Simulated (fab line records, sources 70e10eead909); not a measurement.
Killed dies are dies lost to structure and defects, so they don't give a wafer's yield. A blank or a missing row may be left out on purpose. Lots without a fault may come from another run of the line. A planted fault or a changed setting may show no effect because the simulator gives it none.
Which tool did it? | flow nand_harc | 11 lots, 33 wafers sampled, at 5 steps of a route of 1159

WHAT THE GAUGES READ, wafer by wafer
NHARC_A_BLC_CD_MEAS_10: target cd 100 nm.
lot  | measured     | on        | cd_nm (nm)
L198 | day 17 06:49 | cd_sem-03 | 99.1 99.4 100.0
L200 | day 17 14:05 | cd_sem-02 | 100.2 99.7 100.2
L206 | day 19 08:47 | cd_sem-02 | 99.6 99.2 98.9
L205 | day 19 09:48 | cd_sem-01 | 100.6 100.6 99.6
L204 | day 19 10:58 | cd_sem-01 | 91.9 91.3 92.2
L207 | day 19 16:09 | cd_sem-01 | 99.8 100.1 99.7
L208 | day 20 04:12 | cd_sem-02 | 91.3 91.9 91.0
L210 | day 20 12:50 | cd_sem-03 | 94.0 92.6 93.6
L214 | day 21 17:25 | cd_sem-03 | 99.5 101.8 101.3
L216 | day 21 23:43 | cd_sem-02 | 99.3 98.5 99.3
L218 | day 22 15:47 | cd_sem-03 | 99.1 101.3 99.9

WHICH TOOL RAN EACH LOT (tool, then ch and the chambers of the sampled wafers, then the start)
lot  | NHARC_A_CONTACT_ETCH_139             | NHARC_A_CONTACT_ETCH_92            | NHARC_A_CONTACT_ETCH_110           | NHARC_A_BLC_PEB_08
L198 | har_cap_etch-02 ch 0,1, day 16 20:47 | rie_diel-04 ch 0,2,3, day 16 21:09 | rie_diel-04 ch 0,1,2, day 16 21:46 | litho_track-01 ch 0, day 17 06:44
L200 | har_cap_etch-01 ch 0,1, day 17 07:58 | rie_diel-04 ch 2,3, day 17 08:26   | rie_diel-01 ch 1,2, day 17 09:06   | litho_track-04 ch 0, day 17 14:00
L206 | har_cap_etch-03 ch 1, day 19 01:58   | rie_diel-03 ch 1,3, day 19 02:20   | rie_diel-03 ch 0,1,2, day 19 02:51 | litho_track-01 ch 0, day 19 08:42
L205 | har_cap_etch-01 ch 0, day 19 03:24   | rie_diel-01 ch 0,1,2, day 19 03:47 | rie_diel-01 ch 0,2,3, day 19 04:17 | litho_track-01 ch 0, day 19 09:43
L204 | har_cap_etch-02 ch 0,1, day 19 05:08 | rie_diel-04 ch 1,2,3, day 19 05:27 | rie_diel-03 ch 0,3, day 19 05:59   | litho_track-01 ch 0, day 19 10:53
L207 | har_cap_etch-01 ch 0,1, day 19 12:34 | rie_diel-03 ch 2,3, day 19 12:55   | rie_diel-01 ch 0,1,3, day 19 13:29 | litho_track-04 ch 0, day 19 16:04
L208 | har_cap_etch-02 ch 0,1, day 19 22:14 | rie_diel-03 ch 0,1,2, day 19 22:34 | rie_diel-04 ch 0,1, day 19 23:07   | litho_track-01 ch 0, day 20 04:07
L210 | har_cap_etch-01 ch 0,1, day 20 00:29 | rie_diel-03 ch 2,3, day 20 00:50   | rie_diel-03 ch 0,3, day 20 01:20   | litho_track-01 ch 0, day 20 12:45
L214 | har_cap_etch-01 ch 0,1, day 21 01:46 | rie_diel-01 ch 0,2,3, day 21 02:08 | rie_diel-04 ch 1,3, day 21 02:47   | litho_track-06 ch 0, day 21 17:20
L216 | har_cap_etch-02 ch 0,1, day 21 18:14 | rie_diel-03 ch 2,3, day 21 18:39   | rie_diel-03 ch 1,2,3, day 21 19:56 | litho_track-04 ch 0, day 21 23:38
L218 | har_cap_etch-02 ch 0,1, day 22 10:17 | rie_diel-03 ch 0,3, day 22 10:44   | rie_diel-03 ch 1,2, day 22 11:31   | litho_track-04 ch 0, day 22 15:42
- NHARC_A_CONTACT_ETCH_139: etches the open film in C4F8/O2/Ar, time 137 s, target depth 590 nm.
- NHARC_A_CONTACT_ETCH_92: etches the open film in CH3F/O2, target depth 40 nm, time 85.7 s.
- NHARC_A_CONTACT_ETCH_110: etches the open film in CF4/O2, target depth 50 nm, overetch 5 nm, time 27.5 s.
- NHARC_A_BLC_PEB_08: peb time 65 s.

THE ANSWER, worked out from the rows above alone
Rule: what is usual is taken from the lots themselves. Put in order of their means at a reading, lots are off if they are a third of the lots or fewer, leave a main group of 4 or more, and stand apart from it by a gap of 3 or more times the standard deviation of the main group's means; of several such gaps the widest counts. A main group whose means are all the same, to the digits that the tables above print for the reading, isn't used. A lot without any number at a reading at which 4 lots or more have one is off too. The other lots that the step has rows for count as sound.
Off: L204, L208, L210, at NHARC_A_BLC_CD_MEAS_10 (cd_nm). The main group: mean 99.9 nm, standard deviation 0.56.
A tool fits if, at a process step before that reading, it ran every lot that is off, and no sound lot after the first of them. The gauges at NHARC_A_BLC_CD_MEAS_10 are tried like those tools. One fits: litho_track-01 at NHARC_A_BLC_PEB_08. Its last sound lot is L205 (day 19 09:43), its first lot that is off L204 (day 19 10:53): a fault that began between those two fits.

WHAT THE SIMULATOR HAD PUT IN
Process parameter drift: litho_track-01, from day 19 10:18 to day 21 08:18, at NHARC_A_BLC_PEB_08. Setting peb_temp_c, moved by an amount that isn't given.
Lots struck among those shown: L204, L208, L210. The rule above found the same.
